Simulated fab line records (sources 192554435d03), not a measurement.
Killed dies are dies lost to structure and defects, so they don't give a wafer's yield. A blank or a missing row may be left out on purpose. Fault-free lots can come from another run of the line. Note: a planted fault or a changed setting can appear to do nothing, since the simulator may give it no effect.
Which of the tools did it? / flow n5-finfet / 33 wafers from 11 lots sampled at 3 of the route's 1938 steps

WHAT THE GAUGES SHOWED, per wafer
N5_HKMG_FIN_CD_MEAS_12 targets a cd of 92.8 nm. Usual: cd-nm reads 92.7 nm (standard deviation 0.68).
lot=L202; measured=day 4 07:28; on=cd-sem-03; cd-nm (nm)=91.6 91.9 92.3; flag=
lot=L204; measured=day 4 15:42; on=cd-sem-03; cd-nm (nm)=93.2 93.1 93.0; flag=
lot=L205; measured=day 5 01:51; on=cd-sem-03; cd-nm (nm)=93.7 93.2 93.4; flag=
lot=L206; measured=day 5 07:55; on=cd-sem-01; cd-nm (nm)=92.3 93.2 92.1; flag=
lot=L207; measured=day 5 12:16; on=cd-sem-01; cd-nm (nm)=92.1 93.6 92.7; flag=
lot=L213; measured=day 6 23:00; on=cd-sem-02; cd-nm (nm)=91.3 92.3 92.2; flag=
lot=L215; measured=day 7 11:14; on=cd-sem-02; cd-nm (nm)=92.8 93.4 92.9; flag=
lot=L220; measured=day 8 20:32; on=cd-sem-01; cd-nm (nm)=93.2 91.9 93.2; flag=
lot=L222; measured=day 9 09:19; on=cd-sem-02; cd-nm (nm)=92.8 93.1 92.8; flag=
lot=L223; measured=day 9 13:55; on=cd-sem-03; cd-nm (nm)=92.3 92.3 92.0; flag=
lot=L225; measured=day 9 21:55; on=cd-sem-03; cd-nm (nm)=92.7 92.3 92.5; flag=

TOOL THAT RAN EACH LOT (tool first, then ch and the chambers of the sampled wafers, then the start)
lot=L202; N5_HKMG_FIN_ETCH_58=rie-diel-06 ch 1,3, day 4 04:19; N5_HKMG_FIN_STRIP_60=plasma-asher-01 ch 0,1, day 4 04:53
lot=L204; N5_HKMG_FIN_ETCH_58=rie-diel-02 ch 2,3, day 4 12:43; N5_HKMG_FIN_STRIP_60=plasma-asher-01 ch 0,1, day 4 13:17
lot=L205; N5_HKMG_FIN_ETCH_58=rie-diel-04 ch 0,1, day 4 22:17; N5_HKMG_FIN_STRIP_60=plasma-asher-02 ch 0,1, day 4 22:59
lot=L206; N5_HKMG_FIN_ETCH_58=rie-diel-02 ch 0,3, day 5 04:50; N5_HKMG_FIN_STRIP_60=plasma-asher-01 ch 0,1, day 5 05:25
lot=L207; N5_HKMG_FIN_ETCH_58=rie-diel-02 ch 0,2,3, day 5 09:16; N5_HKMG_FIN_STRIP_60=plasma-asher-01 ch 0,1, day 5 09:50
lot=L213; N5_HKMG_FIN_ETCH_58=rie-diel-02 ch 0,1,2, day 6 20:08; N5_HKMG_FIN_STRIP_60=plasma-asher-01 ch 0,1, day 6 20:43
lot=L215; N5_HKMG_FIN_ETCH_58=rie-diel-06 ch 0,1, day 7 08:05; N5_HKMG_FIN_STRIP_60=plasma-asher-02 ch 0,1, day 7 08:49
lot=L220; N5_HKMG_FIN_ETCH_58=rie-diel-04 ch 0,1,2, day 8 17:33; N5_HKMG_FIN_STRIP_60=plasma-asher-01 ch 0,1, day 8 18:07
lot=L222; N5_HKMG_FIN_ETCH_58=rie-diel-04 ch 0,1,2, day 9 06:26; N5_HKMG_FIN_STRIP_60=plasma-asher-01 ch 0,1, day 9 07:01
lot=L223; N5_HKMG_FIN_ETCH_58=rie-diel-04 ch 0,2,3, day 9 10:48; N5_HKMG_FIN_STRIP_60=plasma-asher-02 ch 0,1, day 9 11:23
lot=L225; N5_HKMG_FIN_ETCH_58=rie-diel-02 ch 1,3, day 9 18:53; N5_HKMG_FIN_STRIP_60=plasma-asher-01 ch 0,1, day 9 19:27
- N5_HKMG_FIN_ETCH_58: etches SOC in N2/H2, target depth 215.8 nm, time 741 s.
- N5_HKMG_FIN_STRIP_60: strips in N2/H2, time 360 s.

WHAT THE TOOLS THEMSELVES READ (means of the sampled wafers that have a number; where no wafer has one, the mark that the record gives instead)
N5_HKMG_FIN_ETCH_58. Usual: drypump-motor-current-A 5.6 A, standard deviation 0.55; oes-product-au 0.82 a.u., standard deviation 0.093; rf-vpp-V 99.2 V, standard deviation 0.95; showerhead-plenum-p-Torr 2.56 Torr, standard deviation 0.072; throttle-valve-pct 17.74 %, standard deviation 0.26.
lot=L202; tool=rie-diel-06; drypump-motor-current-A (A)=5.1; oes-product-au (a.u.)=0.72; rf-vpp-V (V)=98.8; showerhead-plenum-p-Torr (Torr)=2.56; throttle-valve-pct (%)=18.05; flag=
lot=L204; tool=rie-diel-02; drypump-motor-current-A (A)=5.3; oes-product-au (a.u.)=0.87; rf-vpp-V (V)=99.9; showerhead-plenum-p-Torr (Torr)=2.63; throttle-valve-pct (%)=17.80; flag=
lot=L205; tool=rie-diel-04; drypump-motor-current-A (A)=5.7; oes-product-au (a.u.)=0.79; rf-vpp-V (V)=98.5; showerhead-plenum-p-Torr (Torr)=2.55; throttle-valve-pct (%)=17.69; flag=
lot=L206; tool=rie-diel-02; drypump-motor-current-A (A)=5.3; oes-product-au (a.u.)=0.76; rf-vpp-V (V)=98.8; showerhead-plenum-p-Torr (Torr)=2.51; throttle-valve-pct (%)=17.86; flag=
lot=L207; tool=rie-diel-02; drypump-motor-current-A (A)=5.3; oes-product-au (a.u.)=0.82; rf-vpp-V (V)=98.8; showerhead-plenum-p-Torr (Torr)=2.56; throttle-valve-pct (%)=17.85; flag=
lot=L213; tool=rie-diel-02; drypump-motor-current-A (A)=5.6; oes-product-au (a.u.)=0.82; rf-vpp-V (V)=99.1; showerhead-plenum-p-Torr (Torr)=2.49; throttle-valve-pct (%)=17.89; flag=
lot=L215; tool=rie-diel-06; drypump-motor-current-A (A)=5.6; oes-product-au (a.u.)=0.79; rf-vpp-V (V)=99.2; showerhead-plenum-p-Torr (Torr)=2.55; throttle-valve-pct (%)=17.75; flag=
lot=L220; tool=rie-diel-04; drypump-motor-current-A (A)=5.6; oes-product-au (a.u.)=0.82; rf-vpp-V (V)=99.9; showerhead-plenum-p-Torr (Torr)=2.56; throttle-valve-pct (%)=17.58; flag=
lot=L222; tool=rie-diel-04; drypump-motor-current-A (A)=5.6; oes-product-au (a.u.)=0.81; rf-vpp-V (V)=98.8; showerhead-plenum-p-Torr (Torr)=2.56; throttle-valve-pct (%)=17.59; flag=
lot=L223; tool=rie-diel-04; drypump-motor-current-A (A)=5.6; oes-product-au (a.u.)=0.84; rf-vpp-V (V)=99.2; showerhead-plenum-p-Torr (Torr)=2.57; throttle-valve-pct (%)=17.53; flag=
lot=L225; tool=rie-diel-02; drypump-motor-current-A (A)=6.4; oes-product-au (a.u.)=0.89; rf-vpp-V (V)=99.1; showerhead-plenum-p-Torr (Torr)=2.56; throttle-valve-pct (%)=17.64; flag=

N5_HKMG_FIN_STRIP_60. Usual: drypump-motor-current-A 6.2 A, standard deviation 0.41; heater-power-w 472 W, standard deviation 30.
lot=L202; tool=plasma-asher-01; drypump-motor-current-A (A)=5.9; heater-power-w (W)=492; flag=
lot=L204; tool=plasma-asher-01; drypump-motor-current-A (A)=5.9; heater-power-w (W)=484; flag=
lot=L205; tool=plasma-asher-02; drypump-motor-current-A (A)=6.4; heater-power-w (W)=452; flag=
lot=L206; tool=plasma-asher-01; drypump-motor-current-A (A)=5.9; heater-power-w (W)=499; flag=
lot=L207; tool=plasma-asher-01; drypump-motor-current-A (A)=5.8; heater-power-w (W)=498; flag=
lot=L213; tool=plasma-asher-01; drypump-motor-current-A (A)=5.9; heater-power-w (W)=503; flag=
lot=L215; tool=plasma-asher-02; drypump-motor-current-A (A)=6.5; heater-power-w (W)=445; flag=
lot=L220; tool=plasma-asher-01; drypump-motor-current-A (A)=5.9; heater-power-w (W)=505; flag=
lot=L222; tool=plasma-asher-01; drypump-motor-current-A (A)=6.2; heater-power-w (W)=484; flag=
lot=L223; tool=plasma-asher-02; drypump-motor-current-A (A)=6.4; heater-power-w (W)=450; flag=
lot=L225; tool=plasma-asher-01; drypump-motor-current-A (A)=5.8; heater-power-w (W)=492; flag=

THE ANSWER, worked out from the rows above alone
Rule: a lot is off if the mean of its wafers that have a number lies more than 3 standard deviations from the usual mean. A lot without any number at a reading at which 4 lots or more have one is off too. All remaining lots with rows at the step are treated as sound. The gauges are gone through in route order, then the tools' own readings, and for those a lot's mean is taken as printed above. At the first step where some lot is off, the reading lying furthest off is the one used; lots without a number count as furthest.
None of the lots is off at any reading shown; this tells nothing.

WHAT THE SIMULATOR PUT IN
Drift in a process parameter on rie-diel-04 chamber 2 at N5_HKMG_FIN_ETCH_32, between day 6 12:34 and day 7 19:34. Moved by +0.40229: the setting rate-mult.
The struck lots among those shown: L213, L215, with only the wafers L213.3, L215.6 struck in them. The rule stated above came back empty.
